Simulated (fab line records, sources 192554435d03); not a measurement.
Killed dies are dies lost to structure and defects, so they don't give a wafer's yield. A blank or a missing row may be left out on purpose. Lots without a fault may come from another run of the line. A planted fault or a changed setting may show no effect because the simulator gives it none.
Which tool did it? | flow n5_finfet | 8 lots, 24 wafers sampled, at 5 steps of a route of 1938

WHAT THE GAUGES READ, wafer by wafer
N5_BEOL_M4_RC_MEAS_101. Usual: DIBL_N 36.1 mV/V, standard deviation 1.6; DIBL_P 35.8 mV/V, standard deviation 2.1; IOFF_N 0.16 nA/um, standard deviation 0.031; IOFF_P 0.21 nA/um, standard deviation 0.034; ION_N 673 uA/um, standard deviation 12; ION_P 461 uA/um, standard deviation 7.2; SS_N 71.4 mV/dec, standard deviation 0.59; SS_P 73.3 mV/dec, standard deviation 0.63; VT_N 250 mV, standard deviation 3.1; VT_P -250 mV, standard deviation 3.3.
lot  | measured     | on        | DIBL_N (mV/V)  | DIBL_P (mV/V)  | IOFF_N (nA/um) | IOFF_P (nA/um) | ION_N (uA/um) | ION_P (uA/um) | SS_N (mV/dec)  | SS_P (mV/dec)  | VT_N (mV)   | VT_P (mV)      | flag
L759 | day 11 06:13 | prober-01 | 34.2 34.6 36.7 | 34.8 36.0 36.9 | 0.14 0.15 0.18 | 0.20 0.21 0.21 | 666 688 687   | 463 478 471   | 70.9 71.3 71.7 | 72.3 72.5 73.6 | 250 248 247 | -249 -250 -254 |
L760 | day 11 10:46 | prober-01 | 36.6 36.2 33.7 | 36.1 34.7 32.1 | 0.16 0.15 0.12 | 0.22 0.19 0.16 | 667 665 658   | 463 457 448   | 71.8 71.3 70.5 | 73.7 72.7 72.8 | 249 253 252 | -248 -249 -251 |
L761 | day 11 15:33 | prober-01 | 37.8 34.7 35.8 | 38.7 34.4 36.0 | 0.20 0.13 0.15 | 0.28 0.20 0.23 | 680 676 672   | 468 463 462   | 71.4 71.5 71.4 | 73.7 73.3 73.7 | 248 253 249 | -247 -250 -250 |
L762 | day 11 13:50 | prober-02 | 37.1 35.9 36.5 | 36.5 36.2 36.0 | 0.18 0.16 0.17 | 0.21 0.21 0.21 | 686 676 678   | 469 464 460   | 72.0 71.6 71.8 | 73.1 73.7 73.5 | 246 247 248 | -251 -252 -252 |
L763 | day 11 19:40 | prober-01 | 35.4 33.9 32.9 | 35.8 34.5 33.4 | 0.15 0.13 0.11 | 0.21 0.18 0.17 | 672 656 646   | 465 454 457   | 71.2 70.8 70.6 | 73.1 72.5 72.7 | 249 254 253 | -250 -250 -252 |
L768 | day 13 07:11 | prober-02 | 35.3 37.0 37.0 | 34.9 37.4 35.8 | 0.15 0.18 0.18 | 0.23 0.26 0.23 | 667 670 675   | 470 470 465   | 71.1 71.5 71.3 | 73.2 73.6 73.6 | 253 247 249 | -247 -247 -247 |
L770 | day 13 13:10 | prober-02 | 33.8 39.8 37.5 | 31.7 39.0 36.7 | 0.11 0.26 0.18 | 0.18 0.31 0.27 | 650 699 690   | 464 474 471   | 70.8 71.7 71.7 | 71.4 73.9 73.3 | 253 241 244 | -249 -241 -244 |
L765 | day 14 08:28 | prober-01 | 36.0 35.1 37.1 | 35.9 33.0 36.0 | 0.17 0.16 0.18 | 0.24 0.19 0.23 | 672 687 669   | 463 470 461   | 71.7 71.0 71.3 | 73.3 72.7 73.4 | 250 248 246 | -246 -250 -248 |

WHICH TOOL RAN EACH LOT (tool, then ch and the chambers of the sampled wafers, then the start)
lot  | N5_BEOL_M0_CUTY_ETCH_62            | N5_BEOL_M0_CUTY_ETCH_63            | N5_BEOL_M0_HM_OPEN_105            | N5_BEOL_M0_TRENCH_ETCH_107
L759 | rie_diel-04 ch 0,2, day 8 16:27    | rie_diel-04 ch 0,2, day 8 16:30    | rie_metal-01 ch 0,1, day 8 20:47  | rie_diel-04 ch 0,2, day 8 21:26
L760 | rie_diel-04 ch 0,1, day 8 19:34    | rie_diel-04 ch 0,1, day 8 19:37    | rie_metal-02 ch 0,1, day 8 20:49  | rie_diel-01 ch 0,2, day 8 21:41
L761 | rie_diel-04 ch 1,2, day 9 03:49    | rie_diel-04 ch 1,2, day 9 03:53    | rie_metal-02 ch 0, day 9 07:23    | rie_diel-01 ch 0,1,2, day 9 08:26
L762 | rie_diel-01 ch 1,2,3, day 9 08:33  | rie_diel-01 ch 1,2,3, day 9 08:35  | rie_metal-03 ch 0,1, day 9 08:49  | rie_diel-01 ch 0,3, day 9 09:11
L763 | rie_diel-04 ch 1, day 9 09:10      | rie_diel-04 ch 1, day 9 09:14      | rie_metal-01 ch 0,1, day 9 09:35  | rie_diel-04 ch 1,2, day 9 10:15
L768 | rie_diel-02 ch 0,1,2, day 10 16:44 | rie_diel-02 ch 0,1,2, day 10 16:47 | rie_metal-03 ch 0,1, day 10 17:25 | rie_diel-04 ch 1,2, day 10 17:50
L770 | rie_diel-01 ch 1,2, day 11 08:01   | rie_diel-01 ch 1,2, day 11 08:04   | rie_metal-02 ch 0,1, day 11 09:17 | rie_diel-04 ch 0,2, day 11 10:12
L765 | rie_diel-04 ch 0,2,3, day 11 15:03 | rie_diel-04 ch 0,2,3, day 11 15:06 | rie_metal-01 ch 0,1, day 11 17:48 | rie_diel-01 ch 0,1,2, day 11 18:10
- N5_BEOL_M0_CUTY_ETCH_62: etches SiARC in CF4, time 58.5 s.
- N5_BEOL_M0_CUTY_ETCH_63: etches SOC in N2/H2, target depth 82.7 nm, overetch 16.5 nm, time 124 s.
- N5_BEOL_M0_HM_OPEN_105: chemistry Cl2/BCl3, target TiN, target depth 12 nm.
- N5_BEOL_M0_TRENCH_ETCH_107: etches SiOC in C4F6/O2, target depth 32.8 nm, time 16.4 s.

WHAT THE TOOLS THEMSELVES READ (means of the sampled wafers that have a number; where no wafer has one, the mark that the record gives instead)
N5_BEOL_M0_CUTY_ETCH_62. Usual: bias_w 36.02 W, standard deviation 0.1; drypump_motor_current_A 5.8 A, standard deviation 0.41; etch_rf_on_time_s 58.5 s, standard deviation 1.2; oes_product_au 0.67 a.u., standard deviation 0.061; rf_fwd_power_W 536.8 W, standard deviation 2.6; rf_vpp_V 184.1 V, standard deviation 0.94; showerhead_plenum_p_Torr 2.15 Torr, standard deviation 0.049; throttle_valve_pct 15.64 %, standard deviation 0.19.
lot  | tool        | bias_w (W) | drypump_motor_current_A (A) | etch_rf_on_time_s (s) | oes_product_au (a.u.) | rf_fwd_power_W (W) | rf_vpp_V (V) | showerhead_plenum_p_Torr (Torr) | throttle_valve_pct (%) | flag
L759 | rie_diel-04 | 36.11      | 5.5                         | 58.1                  | 0.63                  | 537.0              | 182.9        | 2.13                            | 15.53                  |
L760 | rie_diel-04 | 36.00      | 5.4                         | 57.0                  | 0.64                  | 531.7              | 183.8        | 2.13                            | 15.65                  |
L761 | rie_diel-04 | 36.05      | 5.7                         | 58.1                  | 0.68                  | 534.9              | 184.5        | 2.16                            | 15.57                  |
L762 | rie_diel-01 | 35.99      | 6.2                         | 59.5                  | 0.65                  | 538.2              | 184.6        | 2.14                            | 15.78                  |
L763 | rie_diel-04 | 35.95      | 5.5                         | 56.6                  | 0.70                  | 534.3              | 183.2        | 2.16                            | 15.70                  |
L768 | rie_diel-02 | 36.08      | 6.2                         | 59.5                  | 0.67                  | 536.6              | 185.1        | 2.18                            | 15.79                  |
L770 | rie_diel-01 | 36.03      | 6.0                         | 59.1                  | 0.68                  | 539.6              | 184.0        | 2.13                            | 15.74                  |
L765 | rie_diel-04 | 36.06      | 5.6                         | 58.4                  | 0.69                  | 537.6              | 184.3        | 2.15                            | 15.57                  |

N5_BEOL_M0_CUTY_ETCH_63. Usual: bias_w 150.0 W, standard deviation 0.44; drypump_motor_current_A 5.8 A, standard deviation 0.41; oes_product_au 0.64 a.u., standard deviation 0.057; rf_fwd_power_W 836.9 W, standard deviation 2.6; rf_vpp_V 524.2 V, standard deviation 1.7; showerhead_plenum_p_Torr 2.55 Torr, standard deviation 0.052; throttle_valve_pct 17.83 %, standard deviation 0.19.
lot  | tool        | bias_w (W) | drypump_motor_current_A (A) | oes_product_au (a.u.) | rf_fwd_power_W (W) | rf_vpp_V (V) | showerhead_plenum_p_Torr (Torr) | throttle_valve_pct (%) | flag
L759 | rie_diel-04 | 150.1      | 5.5                         | 0.60                  | 835.0              | 523.3        | 2.53                            | 17.74                  |
L760 | rie_diel-04 | 150.6      | 5.4                         | 0.60                  | 637.9              | 574.4        | 2.54                            | 17.88                  | OFF
L761 | rie_diel-04 | 149.7      | 5.7                         | 0.65                  | 632.4              | 574.5        | 2.57                            | 17.86                  | OFF
L762 | rie_diel-01 | 150.2      | 6.2                         | 0.64                  | 837.8              | 523.6        | 2.54                            | 18.02                  |
L763 | rie_diel-04 | 150.2      | 5.6                         | 0.65                  | 635.0              | 575.0        | 2.57                            | 18.01                  | OFF
L768 | rie_diel-02 | 150.4      | 6.2                         | 0.64                  | 836.3              | 524.9        | 2.58                            | 17.89                  |
L770 | rie_diel-01 | 149.6      | 6.0                         | 0.65                  | 836.0              | 523.1        | 2.53                            | 18.07                  |
L765 | rie_diel-04 | 149.6      | 5.6                         | 0.66                  | 837.0              | 524.2        | 2.55                            | 17.71                  |

N5_BEOL_M0_HM_OPEN_105. Usual: bias_w 126.0 W, standard deviation 0.34; drypump_motor_current_A 5.6 A, standard deviation 0.4; oes_product_au 0.71 a.u., standard deviation 0.069; throttle_valve_pct 21.8 %, standard deviation 0.36.
lot  | tool         | bias_w (W) | drypump_motor_current_A (A) | oes_product_au (a.u.) | throttle_valve_pct (%) | flag
L759 | rie_metal-01 | 126.0      | 5.7                         | 0.72                  | 21.8                   |
L760 | rie_metal-02 | 125.6      | 5.6                         | 0.69                  | 21.7                   |
L761 | rie_metal-02 | 126.1      | 5.2                         | 0.69                  | 21.7                   |
L762 | rie_metal-03 | 126.0      | 5.5                         | 0.68                  | 22.1                   |
L763 | rie_metal-01 | 125.8      | 5.7                         | 0.70                  | 22.2                   |
L768 | rie_metal-03 | 125.7      | 5.2                         | 0.74                  | 21.9                   |
L770 | rie_metal-02 | 125.9      | 6.1                         | 0.67                  | 21.6                   |
L765 | rie_metal-01 | 126.0      | 5.7                         | 0.70                  | 21.9                   |

N5_BEOL_M0_TRENCH_ETCH_107. Usual: bias_w 185.1 W, standard deviation 0.5; drypump_motor_current_A 5.9 A, standard deviation 0.41; oes_o_777_au 0.78 a.u., standard deviation 0.07; oes_product_au 0.77 a.u., standard deviation 0.065; rf_fwd_power_W 347.9 W, standard deviation 1.6; rf_vpp_V 664 V, standard deviation 10; showerhead_plenum_p_Torr 2.84 Torr, standard deviation 0.084; throttle_valve_pct 20.94 %, standard deviation 0.21.
lot  | tool        | bias_w (W) | drypump_motor_current_A (A) | oes_o_777_au (a.u.) | oes_product_au (a.u.) | rf_fwd_power_W (W) | rf_vpp_V (V) | showerhead_plenum_p_Torr (Torr) | throttle_valve_pct (%) | flag
L759 | rie_diel-04 | 185.5      | 5.8                         | 0.74                | 0.76                  | 347.0              | 657          | 2.86                            | 20.70                  |
L760 | rie_diel-01 | 184.8      | 5.8                         | 0.73                | 0.73                  | 347.5              | 657          | 2.72                            | 20.72                  |
L761 | rie_diel-01 | 184.8      | 5.9                         | 0.78                | 0.77                  | 347.9              | 666          | 2.78                            | 20.85                  |
L762 | rie_diel-01 | 184.5      | 6.2                         | 0.71                | 0.72                  | 347.1              | 660          | 2.79                            | 20.87                  |
L763 | rie_diel-04 | 185.8      | 5.7                         | 0.79                | 0.80                  | 346.1              | 661          | 2.88                            | 20.95                  |
L768 | rie_diel-04 | 185.1      | 5.8                         | 0.75                | 0.78                  | 346.2              | 662          | 2.87                            | 20.81                  |
L770 | rie_diel-04 | 185.0      | 5.7                         | 0.72                | 0.74                  | 346.1              | 656          | 2.85                            | 20.74                  |
L765 | rie_diel-01 | 185.6      | 5.9                         | 0.76                | 0.76                  | 349.7              | 666          | 2.76                            | 20.88                  |

THE ANSWER, worked out from the rows above alone
Rule: a lot is off if the mean of its wafers that have a number lies more than 3 standard deviations from the usual mean. A lot without any number at a reading at which 4 lots or more have one is off too. The other lots that the step has rows for count as sound. The gauges are gone through in route order, then the tools' own readings, and for those a lot's mean is taken as printed above. The first step at which some lot is off is used, and at that step the reading that is off furthest; a lot without a number counts as furthest.
Off: L760, L761, L763, at N5_BEOL_M0_CUTY_ETCH_63 (rf_fwd_power_W).
A tool fits if, at that step or a process step before it, it ran every lot that is off, and no sound lot after the first of them. None of those tried fits.

WHAT THE SIMULATOR HAD PUT IN
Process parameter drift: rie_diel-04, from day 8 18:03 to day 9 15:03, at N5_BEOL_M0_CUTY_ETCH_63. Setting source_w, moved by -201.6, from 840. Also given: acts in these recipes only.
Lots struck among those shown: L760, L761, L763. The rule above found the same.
